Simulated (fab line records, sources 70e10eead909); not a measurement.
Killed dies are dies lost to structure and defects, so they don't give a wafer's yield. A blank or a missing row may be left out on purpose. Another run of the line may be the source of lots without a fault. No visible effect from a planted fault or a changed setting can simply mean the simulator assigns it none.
Chamber matching || flow nand-harc || NHARC_A_BLC_ALD_23 on ald-metal-01 has 4 sister chambers
The step deposits TiN, target thk 3 nm, pulse time 1 s, ald cycles 150. 8 wafers are shown with their chamber, then 7 later ones without.

## EACH WAFER AND ITS CHAMBER
{"wafer": "L079.3", "chamber": 2, "heater-power-w (W)": 1086, "precursor-pulse-height-rel": 1.024}
{"wafer": "L079.5", "chamber": 3, "heater-power-w (W)": 1051, "precursor-pulse-height-rel": 0.999}
{"wafer": "L084.6", "chamber": 0, "heater-power-w (W)": 992, "precursor-pulse-height-rel": 1.018}
{"wafer": "L085.1", "chamber": 3, "heater-power-w (W)": 1051, "precursor-pulse-height-rel": 1.028}
{"wafer": "L085.3", "chamber": 0, "heater-power-w (W)": 984, "precursor-pulse-height-rel": 1.006}
{"wafer": "L085.5", "chamber": 2, "heater-power-w (W)": 1093, "precursor-pulse-height-rel": 1.016}
{"wafer": "L088.2", "chamber": 1, "heater-power-w (W)": 985, "precursor-pulse-height-rel": 1.004}
{"wafer": "L088.5", "chamber": 1, "heater-power-w (W)": 1015, "precursor-pulse-height-rel": 0.995}

## WAFERS WITHOUT THEIR CHAMBER
{"wafer": "L088.6", "heater-power-w (W)": 994, "precursor-pulse-height-rel": 1.005}
{"wafer": "L093.4", "heater-power-w (W)": 981, "precursor-pulse-height-rel": 0.987}
{"wafer": "L093.5", "heater-power-w (W)": 996, "precursor-pulse-height-rel": 0.996}
{"wafer": "L093.6", "heater-power-w (W)": 1099, "precursor-pulse-height-rel": 1.035}
{"wafer": "L095.1", "heater-power-w (W)": 1138, "precursor-pulse-height-rel": 1.019}
{"wafer": "L095.2", "heater-power-w (W)": 972, "precursor-pulse-height-rel": 1.044}
{"wafer": "L095.6", "heater-power-w (W)": 1126, "precursor-pulse-height-rel": 0.988}

## CHAMBER TAKEN BY EACH
{"wafer": "L088.6", "from the rows above": "can't be placed: 1 or 0", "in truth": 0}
{"wafer": "L093.4", "from the rows above": "can't be placed: 1 or 0", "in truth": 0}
{"wafer": "L093.5", "from the rows above": "can't be placed: 1 or 0", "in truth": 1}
{"wafer": "L093.6", "from the rows above": 2, "in truth": 2}
{"wafer": "L095.1", "from the rows above": 2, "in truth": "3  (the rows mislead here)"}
{"wafer": "L095.2", "from the rows above": "can't be placed: 0 or 1", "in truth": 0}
{"wafer": "L095.6", "from the rows above": 2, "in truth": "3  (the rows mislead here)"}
Correctly placed: 1 of 7. Cannot be placed on the basis of these rows: 4; the candidates contain the true chamber in 4. Number placed wrongly: 2.
How it was worked out, from the rows above alone: a wafer's distance from a chamber is the root of the sum, over the readings, of the square of ((its reading less the chamber's mean) divided by the reading's scatter). If the next closest chamber is less than 2 further off than the closest, the wafer can't be placed; otherwise it belongs to the closest. The mean given for a chamber averages the wafers shown for that chamber. How the scatter is found: for the shown wafers, subtract from each reading the mean of its chamber, square and add these, divide the total by (wafers less chambers), then take the root.
